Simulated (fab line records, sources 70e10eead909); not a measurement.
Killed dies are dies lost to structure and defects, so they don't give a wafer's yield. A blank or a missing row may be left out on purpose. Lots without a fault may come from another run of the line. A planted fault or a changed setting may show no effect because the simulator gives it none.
fab line records | flow nand_harc
record lots=7 wafers=21 last_day=33
route steps=1302 shown P_GATE@187
lots that met no fault: from a run of the same line without faults
start_h: hours from the record's first day to the start of the lot's first wafer shown | wait_h: hours since the lot's step before | " the same as in the row above | L1.1+2: a row that stands for several wafers | - no value, or no start given | * or withheld: withheld | < > ~ a bound
route shown NAME@n: a module of which the file shows steps, and the number in the route of the first | usual: mean/standard deviation of fault-free wafers | same: alike in all rows | chamber/n: place in a boat | sites: the reading at each site | _std_site: their standard deviation | _edge_site: outer sites' mean less inner sites' | radius_mm: how far each site lies from the wafer's centre | mask NAME#n: copy n | behind: the tool/chamber that last shaped the wafer | hold: why the lot was held/for how many hours/how that ended | device: the transistor (n, p or np) that didn't switch | end of line: the same wafers' tests at the end of the route | a step without rows: its recipe alone | killed: dies lost to structure and defects at the first sort, not the wafer's yield | map: a wafer's dies, x killed, . not, _ none there
set.NAME: the setting as run; set.NAME@STEP: as run at that earlier step | model.NAME: the simulator's own value behind a step, which no gauge read
lots at some steps of the route; a table a step, a row a wafer
services: from which hour (start_h, from the record's first day; less than 0 if before it) a tool's chamber was out of use, for how many hours, and why
## steps
# step NHARC_P_GATE_DESCUM_61
# recipe time_s=3 o2_flow_sccm=200 ar_flow_sccm=0 bias_power_w=0 chemistry=O2
# usual drypump_motor_current_A=5.8/0.55 oes_product_au=1.002/0.012 rf_vpp_V=57.9/0.86 showerhead_plenum_p_Torr=1.95/0.086 throttle_valve_pct=11.312/0.0087
# same time_s=3
# columns lot.wafer tool chamber start_h wait_h drypump_motor_current_A oes_product_au rf_hours_counter_h rf_vpp_V showerhead_plenum_p_Torr throttle_valve_pct
L677.2 rie_diel-04 0 117.34 - 6.8 1.004 5.7 57.1 1.82 11.316
L677.6 " 0 " " 6.8 1.005 - 56.7 1.82 11.322
L677.5 " 1 " " 5.8 1.019 - 57.3 1.92 11.309
L681.2 rie_diel-10 2 154.60 - 5.6 0.980 4.8 58.6 1.92 11.308
L681.1 " 0 " " 5.8 0.997 4.6 56.8 2.00 11.316
L681.5 " 2 " " 5.6 0.981 - 57.0 1.92 11.332
L685.3 rie_diel-04 2 191.49 - 6.3 1.022 0.9 58.2 1.83 11.317
L685.4 " 0 " " 6.8 1.010 0.5 58.6 1.82 11.302
L685.5 " 1 " " 5.8 1.027 - 56.4 1.92 11.317
L686.2 rie_diel-09 3 195.71 - 5.9 1.017 3.1 58.1 2.03 11.314
L686.6 " 0 " " 6.4 0.996 - 60.0 1.97 11.323
L686.4 " 2 " " 6.2 0.990 - 56.7 2.02 11.304
L687.1 rie_diel-04 3 215.14 - 4.8 1.002 1.8 58.0 2.05 11.314
L687.2 " 1 " " 5.7 1.021 1.7 57.5 1.92 11.324
L687.3 " 2 " " 6.3 1.015 1.7 57.7 1.83 11.314
L695.2 rie_diel-09 1 292.12 - 5.3 0.990 10.1 57.4 1.98 11.317
L695.3 " 3 " " 5.9 0.996 9.0 58.2 2.03 11.304
L695.6 " 0 " " 6.3 0.993 - 58.8 1.97 11.304
L699.3 rie_diel-04 3 337.51 - 4.8 1.003 9.0 58.5 2.05 11.326
L699.4 " 0 " " 6.8 1.012 7.3 56.7 1.81 11.333
L699.2 " 1 " " 5.7 1.023 8.5 56.3 1.92 11.314
# step NHARC_P_GATE_IMPLANT_62
# recipe energy_kev=20 dose_cm2=3e+15 tilt_deg=7
# step NHARC_P_GATE_STRIP_112
# recipe power_w=1500 temp_c=110 time_s=200 chemistry=N2/H2
# usual drypump_motor_current_A=5.8/0.75 heater_power_w=96/7.5
# same time_s=200
# columns lot.wafer tool chamber start_h wait_h drypump_motor_current_A heater_power_w rf_hours_counter_h
L677.2 plasma_asher-02 1 117.75 0.2 6.6 83 6
L677.6 " 0 " " 4.7 90 -
L677.5 " 1 " " 6.6 83 -
L681.1 plasma_asher-01 1 155.15 0.3 6.3 106 32
L681.2 " 0 " " 5.4 103 32
L681.5 " 0 " " 5.3 102 -
L685.3 plasma_asher-02 0 191.94 0.2 4.7 91 -
L685.4 " 1 " " 6.6 85 -
L685.5 " 1 " " 6.6 86 -
L686.2 plasma_asher-02 0 196.11 0.2 4.7 91 24
L686.4 " 0 " " 4.7 93 -
L686.6 " 0 " " 4.7 92 -
L687.1 plasma_asher-02 0 215.51 0.2 4.7 89 27
L687.2 " 1 " " 6.6 82 27
L687.3 " 1 " " 6.6 85 -
L695.2 plasma_asher-01 0 292.50 0.2 5.4 100 26
L695.3 " 0 " " 5.4 102 -
L695.6 " 1 " " 6.3 100 -
L699.2 plasma_asher-01 0 337.91 0.2 5.3 100 34
L699.4 " 1 " " 6.3 104 -
L699.3 " 0 " " 5.3 101 -
# step NHARC_P_GATE_STRIP_76
# recipe power_w=1500 temp_c=250 chemistry=O2
# usual drypump_motor_current_A=5.8/0.75 heater_power_w=359/28
# columns lot.wafer tool chamber start_h wait_h drypump_motor_current_A heater_power_w rf_hours_counter_h
L677.2 plasma_asher-02 1 117.98 0.2 6.6 316 6
L677.6 " 0 " " 4.7 343 -
L677.5 " 1 " " 6.6 322 -
L681.1 plasma_asher-01 1 155.41 0.2 6.3 394 32
L681.2 " 0 " " 5.4 387 32
L681.5 " 0 " " 5.4 388 -
L685.3 plasma_asher-02 0 192.13 0.2 4.7 340 -
L685.4 " 1 " " 6.6 319 -
L685.5 " 1 " " 6.6 322 -
L686.2 plasma_asher-02 0 196.34 0.2 4.7 341 25
L686.4 " 0 " " 4.7 332 -
L686.6 " 0 " " 4.7 337 -
L687.1 plasma_asher-02 0 215.77 0.2 4.7 341 27
L687.2 " 1 " " 6.6 307 27
L687.3 " 1 " " 6.6 310 -
L695.2 plasma_asher-01 0 292.76 0.2 5.4 376 27
L695.3 " 0 " " 5.3 374 -
L695.6 " 1 " " 6.3 387 -
L699.2 plasma_asher-01 0 338.14 0.2 5.3 374 34
L699.4 " 1 " " 6.3 378 -
L699.3 " 0 " " 5.4 368 -
# step NHARC_P_GATE_STRIP_63
# recipe time_s=900 temp_c=130 chemistry=SPM
# step NHARC_P_GATE_DEHYDRATE_83
# recipe temp_c=150 time_s=120
# step NHARC_P_GATE_HMDS_84
# recipe time_s=30
# step NHARC_P_GATE_COAT_85
# recipe spin_rpm=3000
# step NHARC_P_GATE_SOFTBAKE_86
# recipe temp_c=122 time_s=95
# step NHARC_P_GATE_EBR_87
# step NHARC_P_GATE_EXPOSE_88
# recipe na=0.6 target_cd_nm=2000 dose_mj=11.87 mask_id=P_HVN
# step NHARC_P_GATE_PEB_89
# recipe peb_temp_c=118 peb_time_s=85
# step NHARC_P_GATE_DEVELOP_90
# recipe time_s=70
# usual chill_plate_temp_C=23.01/0.1 exhaust_pa=45.1/0.96 resist_line_temp_C=23.02/0.1 time_s=70/0
# columns lot.wafer tool chamber start_h wait_h chill_plate_temp_C exhaust_pa resist_line_temp_C time_s
L677.2 litho_track-05 0 118 - 22.75 44.5 22.97 70
L677.5 " 0 " " 22.96 44.3 22.92 70
L677.6 " 0 " " 22.97 43.9 23.20 70
L681.1 litho_track-02 0 156 - 22.86 44.0 22.98 70
L681.2 " 0 " " 23.07 44.6 23.20 70
L681.5 " 0 " " 23.09 45.3 23.15 70
L685.3 litho_track-02 - 192 - - - - -
L685.4 " - " " - - - -
L685.5 " - 193 - - - - -
L686.2 litho_track-05 - 197 - - - - -
L686.4 " - " " - - - -
L686.6 " - " " - - - -
L687.1 litho_track-05 - 216 - - - - -
L687.2 " - " " - - - -
L687.3 " - " " - - - -
L695.2 litho_track-02 0 293 - 22.94 46.1 22.95 70
L695.3 " 0 " " 22.90 45.3 22.84 70
L695.6 " 0 " " 23.03 45.7 22.90 70
L699.2 litho_track-05 0 338 - 22.98 45.9 23.15 70
L699.3 " 0 " " 22.84 46.1 23.10 70
L699.4 " 0 " " 22.92 45.5 23.20 70
# step NHARC_P_GATE_CD_MEAS_91
# recipe target_cd_nm=2000 landing_energy_ev=500
# usual cd_nm=1999.8/1.9
# columns lot.wafer tool chamber start_h wait_h cd_nm
L677.2 cd_sem-02 0 118.89 - 2000.7
L677.5 " 0 " " 2002.8
L677.6 " 0 " " 1999.2
L681.1 cd_sem-02 0 156.33 - 1998.7
L681.2 " 0 " " 1999.1
L681.5 " 0 " " 2000.2
L685.3 cd_sem-02 0 193.08 - 1999.7
L685.4 " 0 " " 1999.4
L685.5 " 0 " " 1996.4
L686.2 cd_sem-03 0 197.25 - 1999.7
L686.4 " 0 " " 2001.5
L686.6 " 0 " " 2000.6
L687.1 cd_sem-01 0 216.68 - 1999.5
L687.2 " 0 " " 1999.9
L687.3 " 0 " " 2000.0
L695.2 cd_sem-03 0 293.56 - 1998.8
L695.3 " 0 " " 1998.5
L695.6 " 0 " " 1999.9
L699.2 cd_sem-02 0 338.93 - 2001.9
L699.3 " 0 " " 1999.8
L699.4 " 0 " " 2003.5
## services
# columns tool chamber start_h hours kind
rie_diel-04 1 96.20 7.9 repair
litho_track-05 - 124.00 7.0 pm
rie_diel-09 - 143.10 9.0 pm
plasma_asher-01 - 165.20 9.0 pm
rie_diel-04 - 177.90 9.0 pm
rie_diel-04 - 187.54 0.6 repair
rie_diel-10 0 189.62 12.9 repair
rie_diel-09 1 190.97 8.8 repair
litho_track-02 - 227.00 7.0 pm
rie_diel-09 0 236.91 5.7 repair
rie_diel-10 - 242.52 9.0 pm
plasma_asher-02 - 247.96 0.6 repair
plasma_asher-02 - 254.47 9.0 pm
plasma_asher-02 0 254.47 9.0 vent_cycle
rie_diel-10 - 269.23 0.3 repair
rie_diel-04 2 278.73 2.1 repair
rie_diel-09 2 280.90 45.9 repair
rie_diel-09 3 288.76 1.9 repair
rie_diel-10 1 292.72 13.1 repair
plasma_asher-02 - 296.57 0.4 repair
litho_track-05 - 299.00 7.0 pm
rie_diel-04 0 300.01 7.7 repair
rie_diel-09 0 311.22 8.4 repair
rie_diel-09 - 320.10 9.0 pm
## key
first_sign step=NHARC_P_GATE_DEVELOP_90 reading=tool_record direction=missing
effect none on later readings
met_at NHARC_P_GATE_DEVELOP_90
struck_wafers L685.3,L685.4,L685.5,L686.2,L686.4,L686.6,L687.1,L687.2,L687.3
sort_left_out L685.3,L685.4,L685.5,L686.2,L686.4,L686.6,L687.1,L687.2,L687.3
tester_left_out L685,L686,L687
onset_between 156 192
fault kind=skipped_step_whole tool=litho_track-02,litho_track-05 chamber=- onset_h=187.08 steps=NHARC_P_GATE_DEVELOP_90 scope=struck_lots_only
# tester_left_out: of these lots the tester's yield and bins aren't shown, on N5 and GAA mostly nor the transistor test; their killed dies are dies lost to structure and defects alone, not to doping, threshold or leakage, so they don't give the yield
# sort_left_out: the simulated sort isn't trusted on such a fault, so these wafers' sort isn't shown, and their yield isn't known
